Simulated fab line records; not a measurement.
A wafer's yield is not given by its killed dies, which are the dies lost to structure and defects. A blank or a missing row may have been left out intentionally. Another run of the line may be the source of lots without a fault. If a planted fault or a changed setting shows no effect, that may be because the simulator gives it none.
Chamber matching :: flow nandHarc :: NHARC_P_M2_DESCUM_14 on rieDiel-04 has 4 sister chambers
The step chemistry O2, time 3 s. 18 wafers are shown with their chamber, then 9 later ones without.

## WAFERS, EACH WITH ITS CHAMBER
wafer: L077.1
chamber: 1
oesProductAu (a.u.): 1.005
rfVppV (V): 58.6
throttleValvePct (%): 11.320

wafer: L077.4
chamber: 3
oesProductAu (a.u.): 1.002
rfVppV (V): 56.8
throttleValvePct (%): 11.302

wafer: L077.6
chamber: 1
oesProductAu (a.u.): 1.004
rfVppV (V): 58.3
throttleValvePct (%): 11.320

wafer: L081.2
chamber: 3
oesProductAu (a.u.): 1.001
rfVppV (V): 58.2
throttleValvePct (%): 11.306

wafer: L081.3
chamber: 1
oesProductAu (a.u.): 1.011
rfVppV (V): 58.0
throttleValvePct (%): 11.299

wafer: L081.6
chamber: 2
oesProductAu (a.u.): 0.996
rfVppV (V): 56.7
throttleValvePct (%): 11.293

wafer: L080.4
chamber: 1
oesProductAu (a.u.): 0.994
rfVppV (V): 57.2
throttleValvePct (%): 11.327

wafer: L080.5
chamber: 0
oesProductAu (a.u.): 1.013
rfVppV (V): 56.8
throttleValvePct (%): 11.306

wafer: L080.6
chamber: 3
oesProductAu (a.u.): 0.995
rfVppV (V): 59.8
throttleValvePct (%): 11.311

wafer: L092.1
chamber: 0
oesProductAu (a.u.): 1.007
rfVppV (V): 57.9
throttleValvePct (%): 11.310

wafer: L092.2
chamber: 2
oesProductAu (a.u.): 1.008
rfVppV (V): 58.1
throttleValvePct (%): 11.317

wafer: L092.6
chamber: 1
oesProductAu (a.u.): 0.998
rfVppV (V): 59.5
throttleValvePct (%): 11.310

wafer: L091.4
chamber: 3
oesProductAu (a.u.): 0.988
rfVppV (V): 59.4
throttleValvePct (%): 11.305

wafer: L091.5
chamber: 1
oesProductAu (a.u.): 1.004
rfVppV (V): 59.3
throttleValvePct (%): 11.315

wafer: L091.6
chamber: 0
oesProductAu (a.u.): 1.004
rfVppV (V): 58.4
throttleValvePct (%): 11.329

wafer: L094.1
chamber: 3
oesProductAu (a.u.): 0.991
rfVppV (V): 58.5
throttleValvePct (%): 11.312

wafer: L094.3
chamber: 1
oesProductAu (a.u.): 1.008
rfVppV (V): 58.7
throttleValvePct (%): 11.307

wafer: L094.6
chamber: 3
oesProductAu (a.u.): 0.986
rfVppV (V): 58.3
throttleValvePct (%): 11.327

SIGNATURES (averages over the wafers above)
reading: oesProductAu
chamber 0: 1.00800
chamber 1: 1.00343
chamber 2: 1.00200
chamber 3: 0.99383
scatter within a chamber: 0.00619

reading: rfVppV
chamber 0: 57.700
chamber 1: 58.514
chamber 2: 57.400
chamber 3: 58.500
scatter within a chamber: 0.907

reading: throttleValvePct
chamber 0: 11.31500
chamber 1: 11.31400
chamber 2: 11.30500
chamber 3: 11.31050
scatter within a chamber: 0.0104
Rule: a wafer lies at a distance from a chamber equal to the root of the sum of squares, over the readings, of (its reading less the chamber's mean, divided by the reading's scatter). If the next closest chamber is less than 2 further off than the closest, the wafer can't be placed; otherwise it belongs to the closest. The scatter is the square root of a quotient: the sum, over the shown wafers, of each reading's squared deviation from its chamber's mean, divided by wafers minus chambers.

## WAFERS WITHOUT THEIR CHAMBER
wafer: L095.2
oesProductAu (a.u.): 1.009
rfVppV (V): 57.6
throttleValvePct (%): 11.307

wafer: L095.4
oesProductAu (a.u.): 0.999
rfVppV (V): 58.4
throttleValvePct (%): 11.309

wafer: L095.5
oesProductAu (a.u.): 0.997
rfVppV (V): 57.3
throttleValvePct (%): 11.313

wafer: L097.1
oesProductAu (a.u.): 0.997
rfVppV (V): 57.5
throttleValvePct (%): 11.321

wafer: L097.2
oesProductAu (a.u.): 0.998
rfVppV (V): 58.3
throttleValvePct (%): 11.303

wafer: L097.6
oesProductAu (a.u.): 0.995
rfVppV (V): 56.9
throttleValvePct (%): 11.306

wafer: L096.1
oesProductAu (a.u.): 1.000
rfVppV (V): 58.3
throttleValvePct (%): 11.325

wafer: L096.4
oesProductAu (a.u.): 1.005
rfVppV (V): 58.2
throttleValvePct (%): 11.331

wafer: L096.5
oesProductAu (a.u.): 0.996
rfVppV (V): 58.2
throttleValvePct (%): 11.305

## CHAMBER TAKEN BY EACH
wafer: L095.2
from the rows above: can't be placed: 0 or 2 or 1 or 3
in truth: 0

wafer: L095.4
from the rows above: can't be placed: 3 or 1 or 2 or 0
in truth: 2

wafer: L095.5
from the rows above: can't be placed: 2 or 3 or 1 or 0
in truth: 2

wafer: L097.1
from the rows above: can't be placed: 3 or 1 or 2 or 0
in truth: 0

wafer: L097.2
from the rows above: can't be placed: 3 or 2 or 1 or 0
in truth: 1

wafer: L097.6
from the rows above: can't be placed: 2 or 3 or 1 or 0
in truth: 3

wafer: L096.1
from the rows above: can't be placed: 1 or 3 or 0 or 2
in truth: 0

wafer: L096.4
from the rows above: can't be placed: 1 or 0 or 3 or 2
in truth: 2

wafer: L096.5
from the rows above: can't be placed: 3 or 2 or 1 or 0
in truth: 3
Placed correctly: 0 of 9. Unplaceable from these rows: 9, with the true chamber sitting among the candidates in 9. Placed wrongly: 0.
